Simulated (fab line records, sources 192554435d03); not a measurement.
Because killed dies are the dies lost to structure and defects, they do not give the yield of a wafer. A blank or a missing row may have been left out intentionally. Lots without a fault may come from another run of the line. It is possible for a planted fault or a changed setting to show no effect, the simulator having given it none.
Matching of chambers -- flow n5_finfet -- N5_MOL_CONTACT_COAG_ETCHBACK_134 on rie_diel-05 has 4 sister chambers
The step etches SiO2 in CHF3, target depth 10 nm, time 6.7 s. 4 wafers are shown with their chamber, then 7 later ones without.

WAFERS WITH THEIR CHAMBER
wafer,chamber,drypump_motor_current_A (A)
L089.1,0,5.2
L089.3,2,6.0
L090.2,3,4.7
L090.4,1,5.8

WAFERS MISSING THEIR CHAMBER
wafer,drypump_motor_current_A (A)
L090.5,4.7
L091.1,6.0
L091.4,5.2
L091.6,5.9
L096.1,5.1
L096.4,4.7
L096.5,5.8

WHICH CHAMBER EACH ONE RAN IN
wafer,from the rows above,in truth
L090.5,3,3
L091.1,2,2
L091.4,0,0
L091.6,can't be placed: 2 or 1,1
L096.1,0,0
L096.4,3,3
L096.5,1,1
6 of 7 placed correctly. From these rows, 1 cannot be placed; in 1 the true chamber is one of the candidates. Number placed wrongly: 0.
How it was worked out, from the rows above alone: a wafer's distance from a chamber is the root of the sum, over the readings, of the square of ((its reading less the chamber's mean) divided by the reading's scatter). The wafer belongs to the nearest chamber; if the next one is less than 2 further off, it can't be placed. Each chamber's mean is taken over the wafers shown for it. The scatter: root of mean squared gap, hidden wafer to nearest shown wafer, with one shown wafer a chamber.
